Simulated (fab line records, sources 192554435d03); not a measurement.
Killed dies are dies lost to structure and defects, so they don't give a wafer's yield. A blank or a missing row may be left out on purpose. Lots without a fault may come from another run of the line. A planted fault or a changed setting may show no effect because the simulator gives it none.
fab line records | flow n5_finfet
record lots=4 wafers=12 last_day=18
route steps=1938 shown BEOL_M0_CUTY@711 BEOL_M0@715 BEOL_M4@1111 PASSIVATION@1936
lots that met no fault: from a run of the same line without faults
start_h: hours from the record's first day to the start of the lot's first wafer shown | wait_h: hours since the lot's step before | " the same as in the row above | L1.1+2: a row that stands for several wafers | - no value, or no start given | * or withheld: withheld | < > ~ a bound
route shown NAME@n: a module of which the file shows steps, and the number in the route of the first | usual: mean/standard deviation of fault-free wafers | same: alike in all rows | chamber/n: place in a boat | sites: the reading at each site | _std_site: their standard deviation | _edge_site: outer sites' mean less inner sites' | radius_mm: how far each site lies from the wafer's centre | mask NAME#n: copy n | behind: the tool/chamber that last shaped the wafer | hold: why the lot was held/for how many hours/how that ended | device: the transistor (n, p or np) that didn't switch | end of line: the same wafers' tests at the end of the route | a step without rows: its recipe alone | killed: dies lost to structure and defects at the first sort, not the wafer's yield | map: a wafer's dies, x killed, . not, _ none there
set.NAME: the setting as run; set.NAME@STEP: as run at that earlier step | model.NAME: the simulator's own value behind a step, which no gauge read
lots at some steps of the route; a table a step, a row a wafer
services: from which hour (start_h, from the record's first day; less than 0 if before it) a tool's chamber was out of use, for how many hours, and why
## steps
# step N5_BEOL_M0_CUTY_DESCUM_61
# recipe chemistry=O2 time_s=7.9 source_power_w=50 bias_power_w=20 pressure_mtorr=20 rf_frequency_hz=2.712e+07 temp_c=40 resist=CAR-ArF-block o2_flow_sccm=225
# step N5_BEOL_M0_CUTY_ETCH_62
# recipe chemistry=CF4 target=SiARC mask_material=CAR-ArF-block time_s=58.5 ion_energy_ev=80 pressure_mtorr=40 source_w=545 bias_w=36 Ar_flow_sccm=100 cf4_flow_sccm=100 ends=cleared
# step N5_BEOL_M0_CUTY_ETCH_63
# recipe chemistry=N2/H2 target=SOC target_depth_a=827 overetch_a=165 mask_material=SiARC temp_c=40 ion_energy_ev=200 time_s=124 pressure_mtorr=30 source_w=840 bias_w=150 n2_flow_sccm=200 h2_flow_sccm=200
# step N5_BEOL_M0_CUTY_STRIP_64
# recipe chemistry=N2/H2 temp_c=40 n2_flow_sccm=200 h2_flow_sccm=200 rf_frequency_hz=6e+07
# step N5_BEOL_M0_ETCH_138
# recipe chemistry=CH3F/O2 target_depth_a=120 target=SiCN time_s=31.6 ion_energy_ev=120 pressure_mtorr=30 source_w=395 bias_w=75 Ar_flow_sccm=150 CH3F_flow_sccm=30 O2_flow_sccm=20 ends=cleared
# step N5_BEOL_M0_HM_OPEN_105
# recipe chemistry=Cl2/BCl3 target_depth_a=120 target=TiN ion_energy_ev=150 pressure_mtorr=10 icp_w=1000 bias_w=126 Cl2_flow_sccm=53.25 bcl3_flow_sccm=21.75 Ar_flow_sccm=25
# step N5_BEOL_M0_STRIP_140
# recipe chemistry=CF4 resist=SiARC power_w=300 bias_power_w=75 pressure_mtorr=50 cf4_flow_sccm=150 rf_frequency_hz=6e+07
# step N5_BEOL_M0_STRIP_104
# recipe chemistry=N2/H2 power_w=450 temp_c=40 pressure_mtorr=20 rf_frequency_hz=6e+07 overash_fraction=0.3 bias_power_w=7 h2_frac=0.5 n2_flow_sccm=200 h2_flow_sccm=200
# step N5_BEOL_M0_WET_ETCH_106
# recipe chemistry=DHF dilution=10:1 temp_c=25 target=SiO2 target_depth_a=1300 dry=ipa_marangoni rinse_time_s=30 rinse_temp_c=23
# step N5_BEOL_M0_ETCH_128
# recipe chemistry=CF4/N2 target_depth_a=120 overetch_a=51 target=SiCN time_s=21.4 ion_energy_ev=150 pressure_mtorr=40 source_w=430 bias_w=70 Ar_flow_sccm=100 cf4_flow_sccm=60 n2_flow_sccm=60
# usual bias_w=69.99/0.2 cf4_flow_sccm=60.00/0.18 drypump_motor_current_A=5.7/0.43 oes_product_au=0.55/0.055 rf_vpp_V=382.4/1.9 showerhead_plenum_p_Torr=2.21/0.069 throttle_valve_pct=15.34/0.17
# columns lot.wafer tool chamber start_h wait_h bias_w cf4_flow_sccm drypump_motor_current_A oes_product_au rf_hours_counter_h rf_vpp_V showerhead_plenum_p_Torr throttle_valve_pct model.SiCN_of_BEOL_M0_SAQP_PECVD_03.thk_nm model.TiN_of_BEOL_M0_SAQP_HM_DEP_02.thk_nm
L335.1 rie_diel-04 1 223.84 0.3 - - - - - - - - 8.2 12
L335.4 " 0 " " - - - - - - - - 8.6 12
L335.6 " 1 " " - - - - - - - - 9 12
L336.1 rie_diel-06 0 230.69 0.0 - - - - - - - - 8.4 12
L336.3 " 1 " " - - - - - - - - 8.2 11.8
L336.4 " 3 " " - - - - - - - - 8.8 11.8
L338.4 rie_diel-06 0 248.91 0.6 70.02 59.82 5.2 0.49 229 383.4 2.27 15.34 0 10.8
L338.5 " 2 " " 70.02 59.89 5.8 0.58 - 382.9 2.23 15.31 0 10.8
L338.6 " 1 " " 69.95 59.93 6.4 0.60 - 385.0 2.32 15.26 0 11
L339.1 rie_diel-01 3 253.39 0.0 70.10 59.81 6.1 0.63 11 380.4 2.16 15.02 0 10.8
L339.2 " 0 " " 69.80 59.91 5.2 0.53 104 383.8 2.30 15.35 0 11
L339.4 " 2 " " 70.00 59.99 5.6 0.56 84 380.5 2.13 15.24 0 11.2
# step N5_BEOL_M0_TRENCH_ETCH_107
# recipe chemistry=C4F6/O2 target_depth_a=328 target=SiOC time_s=16.4 ion_energy_ev=250 pressure_mtorr=30 source_w=355 bias_w=185 Ar_flow_sccm=300 C4F6_flow_sccm=10 O2_flow_sccm=10
# usual C4F6_flow_sccm=10.00/0.031 O2_flow_sccm=9.999/0.03 drypump_motor_current_A=5.7/0.43 oes_product_au=0.80/0.084 rf_vpp_V=658/19 showerhead_plenum_p_Torr=2.85/0.089 throttle_valve_pct=20.74/0.21
# columns lot.wafer tool chamber start_h wait_h C4F6_flow_sccm O2_flow_sccm drypump_motor_current_A oes_product_au rf_hours_counter_h rf_vpp_V showerhead_plenum_p_Torr throttle_valve_pct model.TiN_of_BEOL_M0_SAQP_HM_DEP_02.thk_nm
L335.1 rie_diel-04 1 223.89 0.0 10.03 9.972 5.8 0.95 5 696 2.93 20.90 10.6
L335.4 " 0 " " 9.96 10.038 5.9 0.77 140 648 2.76 20.74 10.8
L335.6 " 1 " " 10.00 9.987 5.9 0.96 - 697 2.93 20.87 10.6
L336.1 rie_diel-06 0 230.73 0.0 9.99 10.019 5.2 0.69 223 643 2.94 20.70 10.8
L336.3 " 1 " " 9.97 10.025 6.4 0.87 42 640 2.98 20.61 10.6
L336.4 " 3 " " 10.01 9.987 5.0 0.84 66 642 2.77 20.82 10.4
L338.4 rie_diel-06 0 248.95 0.0 9.91 10.075 5.2 0.70 229 643 2.94 20.69 9.6
L338.5 " 2 " " 10.02 10.025 5.8 0.85 - 663 2.88 20.73 9.2
L338.6 " 1 " " 9.98 9.959 6.4 0.87 - 639 2.98 20.62 9.8
L339.1 rie_diel-01 3 253.43 0.0 9.95 9.946 6.1 0.96 11 674 2.75 20.25 9.4
L339.2 " 0 " " 9.93 10.008 5.2 0.80 104 680 2.96 20.76 9.6
L339.4 " 2 " " 9.98 10.092 5.6 0.82 84 640 2.75 20.62 9.8
# step N5_BEOL_M0_STRIP_142
# recipe chemistry=N2/H2 time_s=10 power_w=450 temp_c=40 pressure_mtorr=20 rf_frequency_hz=6e+07 bias_power_w=7 n2_flow_sccm=200 h2_flow_sccm=200
# step N5_BEOL_M4_RC_MEAS_101
# usual DIBL_N=36.4/2.7 DIBL_P=36/3.2 IOFF_N=0.16/0.046 IOFF_P=0.21/0.055 ION_N=677/15 ION_P=464/11 SS_N=71.5/0.79 SS_P=73.3/0.93 VT_N=250/4.1 VT_P=-251/4.4
# columns lot.wafer tool chamber start_h wait_h DIBL_N[mV/V] DIBL_P[mV/V] IOFF_N[nA/um] IOFF_P[nA/um] ION_N[uA/um] ION_P[uA/um] SS_N[mV/dec] SS_P[mV/dec] VT_N[mV] VT_P[mV]
L338.4 prober-02 0 317.09 0.5 39.8 40 0.23 0.26 692 470 72.3 74.0 245 -246
L338.5 " 0 " " 37.0 37 0.17 0.21 698 472 71.3 73.3 248 -250
L338.6 " 0 " " 40.3 42 0.26 0.30 696 471 73.2 74.7 244 -246
L339.1 prober-02 0 319.05 0.0 37.4 36 0.16 0.21 681 465 70.7 73.3 248 -250
L339.2 " 0 " " 36.8 36 0.15 0.19 670 456 70.8 73.2 250 -254
L339.4 " 0 " " 37.1 36 0.17 0.20 697 477 70.7 72.9 248 -253
# step N5_PASSIVATION_PROBE_49
# usual defect_limited_yield=91.1/1.4 killed_at_M0_to_M3=34/9.7 killed_at_M4_up=13/5.1 killed_at_contacts=14/6.3 killed_at_front_end=40/11 killed_at_other=3.5/2.7 killed_dies=105/16 killed_on_rim=13/4.1 killed_open=70/12 killed_short=34/7.8 sort_bin_4_leakage=0.02/0.13 sort_bin_5_function=5.2/0.88 sort_bin_6_memory=3.3/0.7 sort_n_pass=1074/17 sort_yield_pct=91.0/1.5
# same gross_dies=1180 killed_at_back_side=0 sort_bin_8_speed[%]=0
# columns lot.wafer tool chamber start_h wait_h defect_limited_yield[%] killed_at_M0_to_M3 killed_at_M4_up killed_at_contacts killed_at_front_end killed_at_other killed_dies killed_on_rim killed_open killed_short sort_bin_4_leakage[%] sort_bin_5_function[%] sort_bin_6_memory[%] sort_n_pass sort_yield_pct[%]
L335.1 prober-01 - 387.99 0.0 0 1124 8 12 33 3 1180 152 54 30 0 97.4 2.5 0 0
L335.4 prober-01 - 388.14 0.2 0 1120 6 12 37 5 1180 152 56 32 0 95.9 3.9 0 0
L335.6 prober-01 - 388.24 0.3 0 1113 9 16 40 2 1180 152 64 45 0 95.9 3.3 0 0
L336.1 prober-01 - 398.79 0.0 0 1104 10 20 42 4 1180 152 79 42 0 95.2 4.4 0 0
L336.3 prober-01 - 398.89 0.1 0 1122 13 7 31 7 1180 152 65 37 0 97.3 2.4 0 0
L336.4 prober-01 - 398.94 0.2 0 1118 7 14 36 5 1180 152 57 48 0 96.6 2.7 0 0
# killed by level:class
L335.1 BEOL_M0:area_etch=1095 STI_FIN_REVEAL:geometric_particle:open=10 MOL_CONTACT_COAG:geometric_particle:open=9 GATE_CUT:geometric_particle:short=6 BEOL_M1:geometric_particle:open=6 GATE_CUT:geometric_particle:open=4 BEOL_M0_SAQP:geometric_particle:open=4 BEOL_M0_SAQP:geometric_particle:short=4
L335.4 BEOL_M0:area_etch=1090 MOL_CONTACT_COAG:geometric_particle:open=12 FIN_SAQP:geometric_particle:short=8 GATE_CUT:geometric_particle:short=6 BEOL_M0_SAQP:geometric_particle:open=6 BEOL_M1:geometric_particle:open=6 STI_FIN_REVEAL:geometric_particle:open=5 BEOL_M0_SAQP:geometric_particle:short=5
L335.6 BEOL_M0:area_etch=1070 MOL_CONTACT_COAG:geometric_particle:open=13 FIN_SAQP:geometric_particle:short=12 BEOL_M0_SAQP:geometric_particle:open=11 BEOL_M0_SAQP:geometric_particle:short=11 BEOL_M2:geometric_particle:open=7 DUMMY_GATE:geometric_particle:open=6 BEOL_M1:geometric_particle:open=6
L336.1 BEOL_M0:area_etch=1057 MOL_CONTACT_COAG:geometric_particle:open=16 BEOL_M0_SAQP:geometric_particle:short=12 BEOL_M0_SAQP:geometric_particle:open=12 BEOL_M3:geometric_particle:open=11 FIN_SAQP:geometric_particle:open=8 FIN_SAQP:geometric_particle:short=7 STI_FIN_REVEAL:geometric_particle:open=7
L336.3 BEOL_M0:area_etch=1077 BEOL_M3:geometric_particle:open=17 BEOL_M0_SAQP:geometric_particle:short=12 BEOL_M0_SAQP:geometric_particle:open=8 FIN_SAQP:geometric_particle:short=7 FIN_SAQP:geometric_particle:open=4 STI_FIN_REVEAL:geometric_particle:open=4 MOL_CONTACT_COAG:geometric_particle:open=4
L336.4 BEOL_M0:area_etch=1073 MOL_CONTACT_COAG:geometric_particle:open=13 BEOL_M0_SAQP:geometric_particle:open=11 FIN_SAQP:geometric_particle:short=9 GATE_CUT:geometric_particle:short=9 BEOL_M0_SAQP:geometric_particle:short=8 BEOL_M2:geometric_particle:open=8 BEOL_M1:geometric_particle:open=5
# map L335.1 (x killed, . not)
_________________xxxxxxxxxxxx________________
______________xxxxxxxxxxxxxxxxxx_____________
___________xxxxxxxxxxxxxxxxxxxxxxxx__________
__________xxxxxxxxxxxxxxxxxxxxxxxxxx_________
________xxxxxxxxxxxxxxxxxxxxxxxxxxxxxx_______
_______xxxxxxxxxxxxxxxxxxxxxxxxxxxxxxxx______
______xxxxxxxxxxxxxxxxxxxxxxxxxxxxxxxxxx_____
_____xxxxxxxxxxxxxxxxxxxxxxxxxxxxxxxxxxxx____
____xxxxxxxxxxxxxxxxxxxxxxxxxxxxxxxxxxxxxx___
___xxxxxxxxxxxxxxxxxxxxxxxxxxxxxxxxxxxxxxxx__
___xxxxxxxxxxxxxxxxxxxxxxxxxxxxxxxxxxxxxxxx__
__xxxxxxxxxxxxxxxxxxxxxxxxxxxxxxxxxxxxxxxxxx_
__xxxxxxxxxxxxxxxxxxxxxxxxxxxxxxxxxxxxxxxxxx_
_xxxxxxxxxxxxxxxxxxxxxxxxxxxxxxxxxxxxxxxxxxxx
_xxxxxxxxxxxxxxxxxxxxxxxxxxxxxxxxxxxxxxxxxxxx
_xxxxxxxxxxxxxxxxxxxxxxxxxxxxxxxxxxxxxxxxxxxx
_xxxxxxxxxxxxxxxxxxxxxxxxxxxxxxxxxxxxxxxxxxxx
_xxxxxxxxxxxxxxxxxxxxxxxxxxxxxxxxxxxxxxxxxxxx
_xxxxxxxxxxxxxxxxxxxxxxxxxxxxxxxxxxxxxxxxxxxx
_xxxxxxxxxxxxxxxxxxxxxxxxxxxxxxxxxxxxxxxxxxxx
_xxxxxxxxxxxxxxxxxxxxxxxxxxxxxxxxxxxxxxxxxxxx
__xxxxxxxxxxxxxxxxxxxxxxxxxxxxxxxxxxxxxxxxxx_
__xxxxxxxxxxxxxxxxxxxxxxxxxxxxxxxxxxxxxxxxxx_
___xxxxxxxxxxxxxxxxxxxxxxxxxxxxxxxxxxxxxxxx__
___xxxxxxxxxxxxxxxxxxxxxxxxxxxxxxxxxxxxxxxx__
____xxxxxxxxxxxxxxxxxxxxxxxxxxxxxxxxxxxxxx___
_____xxxxxxxxxxxxxxxxxxxxxxxxxxxxxxxxxxxx____
______xxxxxxxxxxxxxxxxxxxxxxxxxxxxxxxxxx_____
_______xxxxxxxxxxxxxxxxxxxxxxxxxxxxxxxx______
________xxxxxxxxxxxxxxxxxxxxxxxxxxxxxx_______
__________xxxxxxxxxxxxxxxxxxxxxxxxxx_________
___________xxxxxxxxxxxxxxxxxxxxxxxx__________
______________xxxxxxxxxxxxxxxxxx_____________
_________________xxxxxxxxxxxx________________
# map L336.1 (x killed, . not)
_________________xxxxxxxxxxxx________________
______________xxxxxxxxxxxxxxxxxx_____________
___________xxxxxxxxxxxxxxxxxxxxxxxx__________
__________xxxxxxxxxxxxxxxxxxxxxxxxxx_________
________xxxxxxxxxxxxxxxxxxxxxxxxxxxxxx_______
_______xxxxxxxxxxxxxxxxxxxxxxxxxxxxxxxx______
______xxxxxxxxxxxxxxxxxxxxxxxxxxxxxxxxxx_____
_____xxxxxxxxxxxxxxxxxxxxxxxxxxxxxxxxxxxx____
____xxxxxxxxxxxxxxxxxxxxxxxxxxxxxxxxxxxxxx___
___xxxxxxxxxxxxxxxxxxxxxxxxxxxxxxxxxxxxxxxx__
___xxxxxxxxxxxxxxxxxxxxxxxxxxxxxxxxxxxxxxxx__
__xxxxxxxxxxxxxxxxxxxxxxxxxxxxxxxxxxxxxxxxxx_
__xxxxxxxxxxxxxxxxxxxxxxxxxxxxxxxxxxxxxxxxxx_
_xxxxxxxxxxxxxxxxxxxxxxxxxxxxxxxxxxxxxxxxxxxx
_xxxxxxxxxxxxxxxxxxxxxxxxxxxxxxxxxxxxxxxxxxxx
_xxxxxxxxxxxxxxxxxxxxxxxxxxxxxxxxxxxxxxxxxxxx
_xxxxxxxxxxxxxxxxxxxxxxxxxxxxxxxxxxxxxxxxxxxx
_xxxxxxxxxxxxxxxxxxxxxxxxxxxxxxxxxxxxxxxxxxxx
_xxxxxxxxxxxxxxxxxxxxxxxxxxxxxxxxxxxxxxxxxxxx
_xxxxxxxxxxxxxxxxxxxxxxxxxxxxxxxxxxxxxxxxxxxx
_xxxxxxxxxxxxxxxxxxxxxxxxxxxxxxxxxxxxxxxxxxxx
__xxxxxxxxxxxxxxxxxxxxxxxxxxxxxxxxxxxxxxxxxx_
__xxxxxxxxxxxxxxxxxxxxxxxxxxxxxxxxxxxxxxxxxx_
___xxxxxxxxxxxxxxxxxxxxxxxxxxxxxxxxxxxxxxxx__
___xxxxxxxxxxxxxxxxxxxxxxxxxxxxxxxxxxxxxxxx__
____xxxxxxxxxxxxxxxxxxxxxxxxxxxxxxxxxxxxxx___
_____xxxxxxxxxxxxxxxxxxxxxxxxxxxxxxxxxxxx____
______xxxxxxxxxxxxxxxxxxxxxxxxxxxxxxxxxx_____
_______xxxxxxxxxxxxxxxxxxxxxxxxxxxxxxxx______
________xxxxxxxxxxxxxxxxxxxxxxxxxxxxxx_______
__________xxxxxxxxxxxxxxxxxxxxxxxxxx_________
___________xxxxxxxxxxxxxxxxxxxxxxxx__________
______________xxxxxxxxxxxxxxxxxx_____________
_________________xxxxxxxxxxxx________________
## services
# columns tool chamber start_h hours kind
rie_diel-01 3 205.59 - clean
rie_diel-01 3 205.59 - consumable_replace:focus_ring
rie_diel-01 3 205.59 19.6 scheduled_down
rie_diel-01 3 205.59 19.6 vent_cycle
rie_diel-06 - 221.57 2.8 pm
rie_diel-01 1 225.32 - clean
rie_diel-01 1 225.32 - consumable_replace:focus_ring
rie_diel-01 1 225.32 22.4 scheduled_down
rie_diel-01 1 225.32 22.4 vent_cycle
## key
first_sign step=N5_BEOL_M0_ETCH_128 reading=tool_record direction=missing
effect step=N5_PASSIVATION_PROBE_49 reading=killed_at_M0_to_M3 direction=up sigmas=99+ usual=34 struck=1117
model_effect step=N5_BEOL_M0_ETCH_128 value=SiCN_of_BEOL_M0_SAQP_PECVD_03.thk_nm without=0 struck=8.533
model_effect step=N5_BEOL_M0_TRENCH_ETCH_107 value=TiN_of_BEOL_M0_SAQP_HM_DEP_02.thk_nm without=9.5 struck=10.63
more_kills_born_at N5_BEOL_M0_ETCH_128@rie_diel-04=3255 N5_BEOL_M0_ETCH_128@rie_diel-06=3207
met_at N5_BEOL_M0_ETCH_128
struck_wafers L335.1,L335.4,L335.6,L336.1,L336.3,L336.4
later_rows_left_out L335.1,L335.4,L335.6,L336.1,L336.3,L336.4
fault kind=skipped_step_whole tool=rie_diel-04,rie_diel-06 chamber=- onset_h=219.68 steps=N5_BEOL_M0_ETCH_128 scope=struck_lots_only
# later_rows_left_out: the simulator's readings of these wafers behind a module that went badly wrong aren't trusted and aren't shown, but for the sort
